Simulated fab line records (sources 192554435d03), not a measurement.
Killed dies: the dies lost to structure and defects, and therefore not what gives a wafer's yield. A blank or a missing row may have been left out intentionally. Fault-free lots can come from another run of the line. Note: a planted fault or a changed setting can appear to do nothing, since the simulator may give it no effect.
The tool behind it: which one? / flow n5Finfet / Sampling: 10 lots, 29 wafers, 5 of 1938 route steps

WHAT THE GAUGES READ, wafer by wafer
The record holds no reading of a measuring or inspecting step that can be judged against a usual standard deviation.

EACH LOT AND THE TOOL THAT RAN IT (in order: tool; ch and the chambers of the sampled wafers; start)
lot=L554; N5_BEOL_M9_ETCH_61=rieDiel-06 ch 0,3, day 9 13:35; N5_BEOL_M9_STRIP_67=rieDiel-06 ch 0,3, day 9 13:47; N5_BEOL_M9_COAT_64=lithoTrack-04 ch 0, day 9 16:17; N5_BEOL_M9_DESCUM_33=rieDiel-06 ch 0,3, day 9 17:16; N5_PASSIVATION_PROBE_49=prober-02, day 12 01:34
lot=L557; N5_BEOL_M9_ETCH_61=rieDiel-04 ch 2,3, day 10 05:43; N5_BEOL_M9_STRIP_67=rieDiel-04 ch 2,3, day 10 05:54; N5_BEOL_M9_COAT_64=lithoTrack-03 ch 0, day 10 06:17; N5_BEOL_M9_DESCUM_33=rieDiel-02 ch 0,1,3, day 10 06:49; N5_PASSIVATION_PROBE_49=prober-02, day 12 15:10
lot=L562; N5_BEOL_M9_ETCH_61=rieDiel-02 ch 0,1, day 11 05:53; N5_BEOL_M9_STRIP_67=rieDiel-02 ch 0,1, day 11 06:05; N5_BEOL_M9_COAT_64=lithoTrack-04 ch 0, day 11 09:08; N5_BEOL_M9_DESCUM_33=rieDiel-02 ch 0,1, day 11 09:39; N5_PASSIVATION_PROBE_49=-
lot=L561; N5_BEOL_M9_ETCH_61=rieDiel-06 ch 1,2,3, day 11 07:04; N5_BEOL_M9_STRIP_67=rieDiel-06 ch 1,2,3, day 11 07:16; N5_BEOL_M9_COAT_64=lithoTrack-03 ch 0, day 11 08:52; N5_BEOL_M9_DESCUM_33=rieDiel-06 ch 1,2,3, day 11 09:14; N5_PASSIVATION_PROBE_49=-
lot=L563; N5_BEOL_M9_ETCH_61=rieDiel-06 ch 1,2, day 11 15:17; N5_BEOL_M9_STRIP_67=rieDiel-06 ch 1,2, day 11 15:29; N5_BEOL_M9_COAT_64=lithoTrack-02 ch 0, day 11 18:04; N5_BEOL_M9_DESCUM_33=rieDiel-02 ch 0,1,3, day 11 18:28; N5_PASSIVATION_PROBE_49=-
lot=L564; N5_BEOL_M9_ETCH_61=rieDiel-04 ch 0,1, day 12 01:05; N5_BEOL_M9_STRIP_67=rieDiel-04 ch 0,1, day 12 01:17; N5_BEOL_M9_COAT_64=lithoTrack-04 ch 0, day 12 02:53; N5_BEOL_M9_DESCUM_33=rieDiel-02 ch 0,3, day 12 03:23; N5_PASSIVATION_PROBE_49=-
lot=L569; N5_BEOL_M9_ETCH_61=rieDiel-04 ch 0,2,3, day 13 09:32; N5_BEOL_M9_STRIP_67=rieDiel-04 ch 0,2,3, day 13 09:44; N5_BEOL_M9_COAT_64=lithoTrack-04 ch 0, day 13 09:59; N5_BEOL_M9_DESCUM_33=rieDiel-04 ch 1,2, day 13 10:29; N5_PASSIVATION_PROBE_49=prober-01, day 16 02:19
lot=L573; N5_BEOL_M9_ETCH_61=rieDiel-04 ch 0,1,3, day 15 20:47; N5_BEOL_M9_STRIP_67=rieDiel-04 ch 0,1,3, day 15 20:59; N5_BEOL_M9_COAT_64=lithoTrack-04 ch 0, day 15 23:00; N5_BEOL_M9_DESCUM_33=rieDiel-06 ch 0,1,3, day 15 23:35; N5_PASSIVATION_PROBE_49=prober-02, day 18 13:11
lot=L574; N5_BEOL_M9_ETCH_61=rieDiel-04 ch 1,3, day 16 00:17; N5_BEOL_M9_STRIP_67=rieDiel-04 ch 1,3, day 16 00:29; N5_BEOL_M9_COAT_64=lithoTrack-04 ch 0, day 16 02:26; N5_BEOL_M9_DESCUM_33=rieDiel-06 ch 0,2, day 16 02:50; N5_PASSIVATION_PROBE_49=prober-01, day 18 23:35
lot=L577; N5_BEOL_M9_ETCH_61=rieDiel-04 ch 0,2,3, day 17 01:59; N5_BEOL_M9_STRIP_67=rieDiel-04 ch 0,2,3, day 17 02:10; N5_BEOL_M9_COAT_64=lithoTrack-04 ch 0, day 17 03:15; N5_BEOL_M9_DESCUM_33=rieDiel-04 ch 1,3, day 17 03:48; N5_PASSIVATION_PROBE_49=prober-02, day 20 05:48
- N5_BEOL_M9_ETCH_61: etches SiARC in CF4, target depth 39 nm, time 65 s.
- N5_BEOL_M9_STRIP_67: strips in CF4.
- N5_BEOL_M9_COAT_64: time 60 s, resist thk 12 nm.
- N5_BEOL_M9_DESCUM_33: chemistry O2, time 7 s.
- N5_PASSIVATION_PROBE_49

WHAT THE TOOLS THEMSELVES READ (means of the sampled wafers that have a number; where no wafer has one, the mark that the record gives instead)
N5_BEOL_M9_ETCH_61.
lot=L554; tool=rieDiel-06; drypumpMotorCurrentA (A)=5.6; etchRfOnTimeS (s)=64.1; oesProductAu (a.u.)=0.70; rfVppV (V)=183.8; showerheadPlenumPTorr (Torr)=2.11; throttleValvePct (%)=15.41
lot=L557; tool=rieDiel-04; drypumpMotorCurrentA (A)=5.2; etchRfOnTimeS (s)=65.4; oesProductAu (a.u.)=0.70; rfVppV (V)=185.2; showerheadPlenumPTorr (Torr)=2.14; throttleValvePct (%)=15.57
lot=L562; tool=rieDiel-02; drypumpMotorCurrentA (A)=5.6; etchRfOnTimeS (s)=65.6; oesProductAu (a.u.)=0.64; rfVppV (V)=183.4; showerheadPlenumPTorr (Torr)=2.13; throttleValvePct (%)=15.69
lot=L561; tool=rieDiel-06; drypumpMotorCurrentA (A)=5.9; etchRfOnTimeS (s)=64.9; oesProductAu (a.u.)=0.67; rfVppV (V)=184.8; showerheadPlenumPTorr (Torr)=2.15; throttleValvePct (%)=15.73
lot=L563; tool=rieDiel-06; drypumpMotorCurrentA (A)=5.7; etchRfOnTimeS (s)=65.7; oesProductAu (a.u.)=0.63; rfVppV (V)=183.5; showerheadPlenumPTorr (Torr)=2.16; throttleValvePct (%)=15.90
lot=L564; tool=rieDiel-04; drypumpMotorCurrentA (A)=5.8; etchRfOnTimeS (s)=65.0; oesProductAu (a.u.)=0.64; rfVppV (V)=183.5; showerheadPlenumPTorr (Torr)=2.20; throttleValvePct (%)=15.63
lot=L569; tool=rieDiel-04; drypumpMotorCurrentA (A)=5.1; etchRfOnTimeS (s)=64.0; oesProductAu (a.u.)=0.68; rfVppV (V)=184.4; showerheadPlenumPTorr (Torr)=2.13; throttleValvePct (%)=15.66
lot=L573; tool=rieDiel-04; drypumpMotorCurrentA (A)=5.5; etchRfOnTimeS (s)=65.4; oesProductAu (a.u.)=0.64; rfVppV (V)=183.9; showerheadPlenumPTorr (Torr)=2.17; throttleValvePct (%)=15.64
lot=L574; tool=rieDiel-04; drypumpMotorCurrentA (A)=5.6; etchRfOnTimeS (s)=65.1; oesProductAu (a.u.)=0.65; rfVppV (V)=184.8; showerheadPlenumPTorr (Torr)=2.17; throttleValvePct (%)=15.61
lot=L577; tool=rieDiel-04; drypumpMotorCurrentA (A)=5.1; etchRfOnTimeS (s)=64.6; oesProductAu (a.u.)=0.66; rfVppV (V)=184.0; showerheadPlenumPTorr (Torr)=2.12; throttleValvePct (%)=15.70

N5_BEOL_M9_STRIP_67.
lot=L554; tool=rieDiel-06; drypumpMotorCurrentA (A)=5.6; oesProductAu (a.u.)=0.80; rfVppV (V)=271.1; showerheadPlenumPTorr (Torr)=1.76; throttleValvePct (%)=13.37
lot=L557; tool=rieDiel-04; drypumpMotorCurrentA (A)=5.2; oesProductAu (a.u.)=0.82; rfVppV (V)=272.0; showerheadPlenumPTorr (Torr)=1.79; throttleValvePct (%)=13.50
lot=L562; tool=rieDiel-02; drypumpMotorCurrentA (A)=5.6; oesProductAu (a.u.)=0.74; rfVppV (V)=271.6; showerheadPlenumPTorr (Torr)=1.80; throttleValvePct (%)=13.73
lot=L561; tool=rieDiel-06; drypumpMotorCurrentA (A)=5.8; oesProductAu (a.u.)=0.79; rfVppV (V)=271.5; showerheadPlenumPTorr (Torr)=1.80; throttleValvePct (%)=13.68
lot=L563; tool=rieDiel-06; drypumpMotorCurrentA (A)=5.7; oesProductAu (a.u.)=0.74; rfVppV (V)=270.9; showerheadPlenumPTorr (Torr)=1.81; throttleValvePct (%)=13.90
lot=L564; tool=rieDiel-04; drypumpMotorCurrentA (A)=5.8; oesProductAu (a.u.)=0.74; rfVppV (V)=272.5; showerheadPlenumPTorr (Torr)=1.84; throttleValvePct (%)=13.61
lot=L569; tool=rieDiel-04; drypumpMotorCurrentA (A)=5.1; oesProductAu (a.u.)=0.79; rfVppV (V)=270.8; showerheadPlenumPTorr (Torr)=1.78; throttleValvePct (%)=13.60
lot=L573; tool=rieDiel-04; drypumpMotorCurrentA (A)=5.5; oesProductAu (a.u.)=0.75; rfVppV (V)=272.1; showerheadPlenumPTorr (Torr)=1.81; throttleValvePct (%)=13.61
lot=L574; tool=rieDiel-04; drypumpMotorCurrentA (A)=5.6; oesProductAu (a.u.)=0.75; rfVppV (V)=270.7; showerheadPlenumPTorr (Torr)=1.81; throttleValvePct (%)=13.56
lot=L577; tool=rieDiel-04; drypumpMotorCurrentA (A)=5.1; oesProductAu (a.u.)=0.77; rfVppV (V)=270.6; showerheadPlenumPTorr (Torr)=1.77; throttleValvePct (%)=13.68

N5_BEOL_M9_COAT_64.
lot=L554; tool=lithoTrack-04; spinSpeedRpm (rpm)=1499.2
lot=L557; tool=lithoTrack-03; spinSpeedRpm (rpm)=1499.7
lot=L562; tool=lithoTrack-04; spinSpeedRpm (rpm)=1499.4
lot=L561; tool=lithoTrack-03; spinSpeedRpm (rpm)=1501.0
lot=L563; tool=lithoTrack-02; spinSpeedRpm (rpm)=1499.8
lot=L564; tool=lithoTrack-04; spinSpeedRpm (rpm)=1683.7
lot=L569; tool=lithoTrack-04; spinSpeedRpm (rpm)=1682.2
lot=L573; tool=lithoTrack-04; spinSpeedRpm (rpm)=1499.8
lot=L574; tool=lithoTrack-04; spinSpeedRpm (rpm)=1500.1
lot=L577; tool=lithoTrack-04; spinSpeedRpm (rpm)=1500.6

N5_BEOL_M9_DESCUM_33.
lot=L554; tool=rieDiel-06; drypumpMotorCurrentA (A)=5.6; oesProductAu (a.u.)=0.81; rfVppV (V)=243.2; showerheadPlenumPTorr (Torr)=2.05; throttleValvePct (%)=20.18
lot=L557; tool=rieDiel-02; drypumpMotorCurrentA (A)=5.3; oesProductAu (a.u.)=0.73; rfVppV (V)=243.4; showerheadPlenumPTorr (Torr)=2.11; throttleValvePct (%)=20.48
lot=L562; tool=rieDiel-02; drypumpMotorCurrentA (A)=5.6; oesProductAu (a.u.)=0.74; rfVppV (V)=242.3; showerheadPlenumPTorr (Torr)=2.08; throttleValvePct (%)=20.49
lot=L561; tool=rieDiel-06; drypumpMotorCurrentA (A)=5.8; oesProductAu (a.u.)=0.80; rfVppV (V)=242.5; showerheadPlenumPTorr (Torr)=2.10; throttleValvePct (%)=20.60
lot=L563; tool=rieDiel-02; drypumpMotorCurrentA (A)=5.4; oesProductAu (a.u.)=0.73; rfVppV (V)=244.2; showerheadPlenumPTorr (Torr)=2.11; throttleValvePct (%)=20.48
lot=L564; tool=rieDiel-02; drypumpMotorCurrentA (A)=5.1; oesProductAu (a.u.)=0.72; rfVppV (V)=244.8; showerheadPlenumPTorr (Torr)=2.14; throttleValvePct (%)=20.46
lot=L569; tool=rieDiel-04; drypumpMotorCurrentA (A)=5.4; oesProductAu (a.u.)=0.78; rfVppV (V)=243.0; showerheadPlenumPTorr (Torr)=2.07; throttleValvePct (%)=20.55
lot=L573; tool=rieDiel-06; drypumpMotorCurrentA (A)=5.5; oesProductAu (a.u.)=0.81; rfVppV (V)=243.0; showerheadPlenumPTorr (Torr)=2.08; throttleValvePct (%)=20.28
lot=L574; tool=rieDiel-06; drypumpMotorCurrentA (A)=5.2; oesProductAu (a.u.)=0.82; rfVppV (V)=242.9; showerheadPlenumPTorr (Torr)=2.06; throttleValvePct (%)=20.20
lot=L577; tool=rieDiel-04; drypumpMotorCurrentA (A)=5.6; oesProductAu (a.u.)=0.75; rfVppV (V)=243.8; showerheadPlenumPTorr (Torr)=2.14; throttleValvePct (%)=20.57

N5_PASSIVATION_PROBE_49.
lot=L554; tool=prober-02; defectLimitedYield (%)=91.3; killed_at_M0_to_M3=30; killed_at_M4_up=16; killedAtContacts=22; killedAtFrontEnd=33; killedAtOther=1.0; killedDies=102; killedOpen=69; killedShort=32; sort_bin_5_function (%)=5.4; sort_bin_6_memory (%)=3.0; sort_bin_8_speed (%)=0.00; sortNPass=1078; sortYieldPct (%)=91.3
lot=L557; tool=prober-02; defectLimitedYield (%)=91.8; killed_at_M0_to_M3=34; killed_at_M4_up=11; killedAtContacts=9; killedAtFrontEnd=39; killedAtOther=3.0; killedDies=97; killedOpen=66; killedShort=29; sort_bin_5_function (%)=5.1; sort_bin_6_memory (%)=2.8; sort_bin_8_speed (%)=0.03; sortNPass=1083; sortYieldPct (%)=91.8
lot=L569; tool=prober-01; defectLimitedYield (%)=92.2; killed_at_M0_to_M3=19; killed_at_M4_up=18; killedAtContacts=9; killedAtFrontEnd=41; killedAtOther=4.0; killedDies=92; killedOpen=60; killedShort=32; sort_bin_5_function (%)=4.6; sort_bin_6_memory (%)=3.0; sort_bin_8_speed (%)=0.00; sortNPass=1088; sortYieldPct (%)=92.2
lot=L573; tool=prober-02; defectLimitedYield (%)=92.5; killed_at_M0_to_M3=33; killed_at_M4_up=15; killedAtContacts=4; killedAtFrontEnd=32; killedAtOther=2.7; killedDies=88; killedOpen=56; killedShort=31; sort_bin_5_function (%)=4.6; sort_bin_6_memory (%)=2.6; sort_bin_8_speed (%)=0.00; sortNPass=1092; sortYieldPct (%)=92.5
lot=L574; tool=prober-01; defectLimitedYield (%)=92.4; killed_at_M0_to_M3=25; killed_at_M4_up=15; killedAtContacts=11; killedAtFrontEnd=36; killedAtOther=2.3; killedDies=89; killedOpen=65; killedShort=24; sort_bin_5_function (%)=4.1; sort_bin_6_memory (%)=3.1; sort_bin_8_speed (%)=0.00; sortNPass=1091; sortYieldPct (%)=92.4
lot=L577; tool=prober-02; defectLimitedYield (%)=90.9; killed_at_M0_to_M3=31; killed_at_M4_up=22; killedAtContacts=6; killedAtFrontEnd=42; killedAtOther=6.3; killedDies=107; killedOpen=74; killedShort=29; sort_bin_5_function (%)=4.8; sort_bin_6_memory (%)=3.8; sort_bin_8_speed (%)=0.00; sortNPass=1073; sortYieldPct (%)=90.9

THE ANSWER, worked out from the rows above alone
Rule: what is usual is taken from the lots themselves. The widest of any qualifying gaps counts: lots, ordered by their means at a reading, are off when they make up no more than a third of the lots, leave a main group of 4 or more, and stand apart from it by 3 or more times the standard deviation of that group's means. A main group whose means are all the same, to the digits that the tables above print for the reading, isn't used. Also off: a lot with no number at a reading for which 4 or more lots have one. All remaining lots with rows at the step are treated as sound. Order of review: gauges by route order, followed by the tools' own readings, for which a lot's mean as printed above is used. At the first step where some lot is off, the reading lying furthest off is the one used; lots without a number count as furthest.
Off, at N5_BEOL_M9_COAT_64 on spinSpeedRpm: L564, L569. The main group has a mean of 1500.0 rpm with a standard deviation of 0.56.
If a tool, at that step or one of the process steps before it, ran each lot that is off and ran no sound lot following the first of them, it fits. Not one of the candidates tried fits.

WHAT WAS PUT IN BY THE SIMULATOR
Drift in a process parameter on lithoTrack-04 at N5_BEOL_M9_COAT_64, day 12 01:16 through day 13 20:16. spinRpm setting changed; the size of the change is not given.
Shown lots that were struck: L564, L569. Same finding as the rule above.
